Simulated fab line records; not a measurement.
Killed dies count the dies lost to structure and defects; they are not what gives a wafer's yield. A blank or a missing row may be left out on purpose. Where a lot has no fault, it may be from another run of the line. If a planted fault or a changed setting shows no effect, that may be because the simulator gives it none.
fab line records	flow n5-finfet	part 2 of 2: steps 5 to 6 of 6
record: lots: 23	wafers: 69	last-day: 18
route steps=1938 shown ILD0@338 SDB@358 HKMG_FIN@441
lots that met no fault: taken from a fault-free run of the same line
start-h: the number of hours between the record's first day and the start of the first shown wafer of the lot	wait-h: hours since the lot's step before	" repeats the value in the row above	L1.1+2: one row covering several wafers at once	- value missing, or start not given	* or withheld: withheld	< > ~ a bound
route shown NAME@n: NAME is a module with steps in the file, n the number in the route of the first one	usual: the fault-free wafers' mean and standard deviation	same: alike in all rows	chamber/n: place in a boat	sites: readings site by site	_std_site: standard deviation of those values	_edge_site: outer sites' mean less inner sites'	radius-mm: how far each site lies from the wafer's centre	mask NAME#n: copy n	behind: the most recent tool/chamber to have shaped the wafer	hold: what put the lot on hold/how long, in hours/how the hold closed	device: whichever transistor did not switch (one of n, p or np)	end of line: the same wafers' tests at the end of the route	for a step that has no rows: nothing shown but its recipe	killed: dies lost to structure and defects at the first sort, not the wafer's yield	map: shows each die of a wafer: x if killed, . if not, _ if none is there
set.NAME: the setting the step ran with; set.NAME@STEP: the setting that earlier step ran with	model.NAME: the simulator's own value behind a step, which no gauge read
a sample of lots followed through the steps of the route, with each step as a table and each wafer as a row
services: when a tool's chamber went out of use (start-h, in hours from the record's first day, below 0 if earlier), for how many hours, and the reason
== steps ==
step: N5_SDB_HM_OPEN_20
recipe: chemistry: CH3F/O2	target: SiNx	mask-material: SOC	target-depth-a: 240	stop-on: poly-Si	over-etch-frac: 0.4	ion-energy-ev: 120	pressure-mtorr: 30	source-w: 395	bias-w: 73	Ar_flow_sccm: 150	CH3F_flow_sccm: 30	O2_flow_sccm: 20
usual: drypump-motor-current-A: 5.6/0.42	oes_f_703_au: 0.79/0.079	oes-product-au: 0.64/0.064	rf-vpp-V: 296.2/2.2	showerhead-plenum-p-Torr: 2.01/0.07	throttle-valve-pct: 16.39/0.28
lot.wafer	tool	chamber	start-h	wait-h	drypump-motor-current-A	oes_f_703_au	oes-product-au	rf-hours-counter-h	rf-vpp-V	showerhead-plenum-p-Torr	throttle-valve-pct
L074.1	rie-diel-06	3	66.79	0.0	5.7	0.71	0.58	200	298.9	2.07	16.72
L074.4	"	1	"	"	6.2	0.95	0.78	5	294.2	2.14	16.34
L074.5	"	3	"	"	5.7	0.72	0.59	-	299.2	2.07	16.73
L075.2	rie-diel-06	3	71.55	0.0	5.7	0.71	0.58	202	299.1	2.07	16.72
L075.4	"	2	"	"	5.8	0.74	0.61	179	293.6	1.99	16.51
L075.6	"	3	"	"	5.7	0.72	0.60	-	300.4	2.07	16.73
L076.1	rie-diel-05	0	78.44	0.0	5.5	0.95	0.80	2	296.3	1.97	16.00
L076.2	"	1	"	"	6.1	0.70	0.56	244	297.7	2.05	16.42
L076.4	"	2	"	"	5.7	0.93	0.76	-	294.2	1.96	16.42
L077.1	rie-diel-01	1	84.82	0.0	5.7	0.72	0.59	191	296.9	1.99	16.47
L077.2	"	3	"	"	5.4	0.84	0.69	66	297.2	1.95	15.90
L077.5	"	2	"	"	5.3	0.82	0.66	-	294.9	1.93	16.05
L078.2	rie-diel-01	3	94.26	0.0	5.3	0.83	0.68	69	297.1	1.95	15.91
L078.4	"	1	"	"	5.6	0.71	0.59	195	296.6	1.99	16.48
L078.6	"	1	"	"	5.6	0.71	0.58	-	297.1	1.99	16.47
L079.3	rie-diel-01	1	98.79	0.0	5.6	0.70	0.58	197	296.3	1.99	16.47
L079.4	"	3	"	"	5.3	0.83	0.68	70	298.5	1.95	15.91
L079.6	"	2	"	"	5.3	0.81	0.66	-	295.4	1.93	16.06
L080.3	rie-diel-01	0	106.27	0.0	6.2	0.73	0.59	201	294.1	1.99	16.75
L080.5	"	1	"	"	5.6	0.71	0.59	-	297.8	1.99	16.47
L080.6	"	2	"	"	5.3	0.81	0.66	-	295.0	1.93	16.06
L081.2	rie-diel-06	0	110.83	0.0	4.8	0.90	0.71	42	298.5	2.12	16.39
L081.3	"	2	"	"	5.8	0.73	0.59	191	294.3	1.99	16.52
L081.4	"	1	"	"	6.2	0.92	0.74	19	294.5	2.14	16.36
L082.2	rie-diel-01	1	118.18	0.0	5.6	0.71	0.57	204	295.9	1.99	16.47
L082.4	"	3	"	"	5.4	0.83	0.68	76	296.9	1.94	15.95
L082.6	"	2	"	"	5.2	0.80	0.66	-	294.1	1.93	16.08
L083.1	rie-diel-01	2	120.51	0.0	5.3	0.81	0.65	96	292.8	1.93	16.07
L083.2	"	3	"	"	5.3	0.83	0.67	77	299.1	1.94	15.95
L083.3	"	0	"	"	6.2	0.72	0.58	205	294.1	1.99	16.75
L084.2	rie-diel-01	2	130.15	0.0	5.3	0.81	0.66	99	295.5	1.93	16.07
L084.4	"	1	"	"	5.6	0.70	0.58	208	295.2	1.99	16.48
L084.5	"	3	"	"	5.4	0.83	0.68	-	298.5	1.94	15.95
L085.1	rie-diel-06	0	135.44	0.0	4.8	0.88	0.69	50	298.6	2.12	16.42
L085.3	"	1	"	"	6.2	0.90	0.71	27	294.2	2.14	16.37
L085.5	"	0	"	"	4.8	0.88	0.71	-	298.4	2.12	16.42
L086.2	rie-diel-01	1	141.63	0.0	5.7	0.70	0.57	212	296.6	1.99	16.49
L086.3	"	2	"	"	5.3	0.81	0.63	103	295.8	1.93	16.09
L086.6	"	2	"	"	5.3	0.80	0.65	-	294.3	1.93	16.08
L087.1	rie-diel-01	3	145.75	0.0	5.4	0.82	0.67	86	297.3	1.94	15.94
L087.3	"	0	"	"	6.2	0.72	0.57	214	295.4	1.99	16.76
L087.6	"	3	"	"	5.3	0.81	0.68	-	297.9	1.94	15.95
L088.1	rie-diel-06	1	154.18	0.0	6.3	0.88	0.70	33	295.8	2.13	16.37
L088.4	"	3	"	"	5.7	0.69	0.55	-	298.8	2.06	16.77
L088.6	"	1	"	"	6.3	0.89	0.70	-	293.2	2.13	16.37
L089.1	rie-diel-01	0	157.98	0.0	6.2	0.71	0.57	218	294.0	1.99	16.78
L089.5	"	1	"	"	5.6	0.70	0.58	-	296.7	1.98	16.51
L089.6	"	2	"	"	5.2	0.80	0.65	-	294.0	1.93	16.11
L090.1	rie-diel-05	0	161.75	0.0	5.4	0.87	0.71	32	296.4	1.96	16.05
L090.3	"	1	"	"	6.1	0.95	0.76	12	295.7	2.04	15.95
L090.4	"	2	"	"	5.6	0.88	0.71	62	293.0	1.94	16.50
L091.2	rie-diel-01	1	169.67	0.0	5.7	0.70	0.57	222	296.4	1.98	16.52
L091.5	"	2	"	"	5.3	0.79	0.65	-	293.4	1.92	16.11
L091.6	"	1	"	"	5.6	0.69	0.57	-	297.2	1.98	16.53
L092.1	rie-diel-06	0	175.19	0.0	4.8	0.87	0.69	60	298.5	2.11	16.45
L092.2	"	2	"	"	5.8	0.71	0.58	212	293.5	1.98	16.57
L092.4	"	3	"	"	5.7	0.70	0.56	236	298.7	2.06	16.79
L093.1	rie-diel-06	2	182.07	0.0	5.8	0.72	0.58	215	293.3	1.98	16.57
L093.3	"	3	"	"	5.7	0.69	0.56	239	298.8	2.06	16.80
L093.4	"	1	"	"	6.2	0.87	0.72	42	293.9	2.13	16.38
L094.1	rie-diel-05	2	185.50	0.0	5.7	0.86	0.70	71	294.3	1.94	16.51
L094.5	"	2	"	"	5.6	0.87	0.70	-	294.3	1.94	16.52
L094.6	"	3	"	"	4.9	0.87	0.73	-	300.4	2.13	16.16
L096.1	rie-diel-06	2	207.36	0.0	5.8	0.72	0.57	221	292.5	1.98	16.60
L096.4	"	1	"	"	6.2	0.87	0.70	50	293.4	2.13	16.41
L096.5	"	0	"	"	4.8	0.86	0.68	-	298.4	2.11	16.45
L097.1	rie-diel-06	0	210.96	0.0	4.8	0.86	0.68	71	298.6	2.11	16.47
L097.3	"	3	"	"	5.7	0.69	0.56	248	298.0	2.05	16.82
L097.5	"	3	"	"	5.7	0.69	0.56	-	298.5	2.05	16.82
step: N5_HKMG_FIN_STRIP_19
recipe: chemistry: N2/H2	power-w: 2500	temp-c: 300	h2-frac: 0.65	time-s: 360	pressure-mtorr: withheld	n2-flow-sccm: 1750	h2-flow-sccm: 3250
usual: drypump-motor-current-A: 5.5/0.48	heater-power-w: 448/87
lot.wafer	tool	chamber	start-h	wait-h	drypump-motor-current-A	heater-power-w	rf-hours-counter-h
L074.1	plasma-asher-02	1	76.56	0.0	6.0	312	84
L074.4	"	1	"	"	6.0	317	-
L074.5	"	1	"	"	6.0	322	-
L075.2	plasma-asher-02	1	80.75	0.0	6.0	324	85
L075.4	"	1	"	"	6.0	313	-
L075.6	"	0	"	"	5.7	500	-
L076.1	plasma-asher-01	1	87.81	0.0	4.7	523	39
L076.2	"	0	"	"	5.1	462	39
L076.4	"	1	"	"	4.7	519	-
L077.1	plasma-asher-02	0	94.30	0.0	5.7	525	87
L077.2	"	1	"	"	6.0	319	87
L077.5	"	1	"	"	6.0	325	-
L078.2	plasma-asher-01	1	104.11	0.0	4.7	524	43
L078.4	"	1	"	"	4.7	521	-
L078.6	"	1	"	"	4.7	524	-
L079.3	plasma-asher-01	1	108.78	0.1	4.7	533	-
L079.4	"	0	"	"	5.2	448	-
L079.6	"	0	"	"	5.2	461	-
L080.3	plasma-asher-01	0	115.77	0.1	5.2	454	-
L080.5	"	0	"	"	5.2	451	-
L080.6	"	1	"	"	4.7	517	-
L081.2	plasma-asher-02	0	121.18	0.0	5.7	531	91
L081.3	"	1	"	"	6.0	321	-
L081.4	"	0	"	"	5.7	520	-
L082.2	plasma-asher-01	0	127.83	0.0	5.1	458	48
L082.4	"	0	"	"	5.1	462	-
L082.6	"	1	"	"	4.7	520	-
L083.1	plasma-asher-02	0	130.87	0.0	5.7	525	93
L083.2	"	1	"	"	6.0	320	93
L083.3	"	0	"	"	5.7	524	-
L084.2	plasma-asher-02	1	140.19	0.0	6.0	314	95
L084.4	"	0	"	"	5.6	525	-
L084.5	"	0	"	"	5.7	517	-
L085.1	plasma-asher-02	0	144.81	0.0	5.7	513	98
L085.3	"	1	"	"	6.0	318	-
L085.5	"	0	"	"	5.7	533	-
L086.2	plasma-asher-02	0	151.85	0.0	5.7	506	100
L086.3	"	0	"	"	5.7	518	-
L086.6	"	1	"	"	6.0	326	-
L087.1	plasma-asher-02	1	155.87	0.0	6.0	328	103
L087.3	"	1	"	"	6.0	318	-
L087.6	"	1	"	"	6.0	316	-
L088.1	plasma-asher-02	1	163.67	0.0	5.9	314	105
L088.4	"	0	"	"	5.7	512	-
L088.6	"	1	"	"	6.0	326	-
L089.1	plasma-asher-02	0	168.04	0.0	5.7	520	107
L089.5	"	1	"	"	5.9	312	-
L089.6	"	0	"	"	5.7	517	-
L090.1	plasma-asher-01	0	172.39	0.0	5.1	459	51
L090.3	"	1	"	"	4.7	510	-
L090.4	"	0	"	"	5.1	455	-
L091.2	plasma-asher-01	0	179.09	0.0	5.1	457	52
L091.5	"	1	"	"	4.7	526	-
L091.6	"	0	"	"	5.1	465	-
L092.1	plasma-asher-01	0	186.10	0.0	5.1	446	53
L092.2	"	1	"	"	4.7	529	53
L092.4	"	0	"	"	5.1	460	-
L093.1	plasma-asher-02	0	193.92	0.0	5.7	517	111
L093.3	"	1	"	"	6.0	324	-
L093.4	"	0	"	"	5.7	524	-
L094.1	plasma-asher-02	1	195.44	0.0	6.0	320	112
L094.5	"	1	"	"	6.0	309	-
L094.6	"	0	"	"	5.7	521	-
L096.1	plasma-asher-01	0	217.08	0.0	5.1	458	59
L096.4	"	0	"	"	5.1	457	-
L096.5	"	0	"	"	5.1	449	-
L097.1	plasma-asher-01	1	220.44	0.0	4.7	516	60
L097.3	"	0	"	"	5.1	445	-
L097.5	"	0	"	"	5.1	452	-
== services ==
tool	chamber	start-h	hours	kind
plasma-asher-01	-	37.97	2.7	repair
cmp-01	-	38.07	9.1	pm
plasma-asher-02	-	42.71	8.5	repair
rie-diel-01	1	43.00	9.0	repair
rie-diel-01	-	44.60	4.5	repair
cmp-03	-	45.00	3.0	repair
cmp-01	-	50.26	4.0	pm
cmp-03	-	53.50	3.4	repair
cmp-02	-	65.92	2.2	repair
cmp-01	-	68.57	1.2	repair
rie-diel-05	3	77.97	4.6	repair
cmp-03	-	87.60	6.7	repair
plasma-asher-02	-	97.39	8.7	pm
plasma-asher-02	-	111.70	0.6	repair
cmp-01	-	148.41	7.1	pm
rie-diel-06	0	149.96	9.6	repair
cmp-03	-	158.01	2.5	repair
cmp-02	-	163.29	4.1	repair
cmp-03	-	175.35	4.0	pm
rie-diel-06	-	186.01	2.8	pm
rie-diel-06	2	193.07	5.0	repair
cmp-02	-	198.41	1.0	repair
cmp-01	-	212.81	3.1	repair
rie-diel-06	3	217.63	-	clean
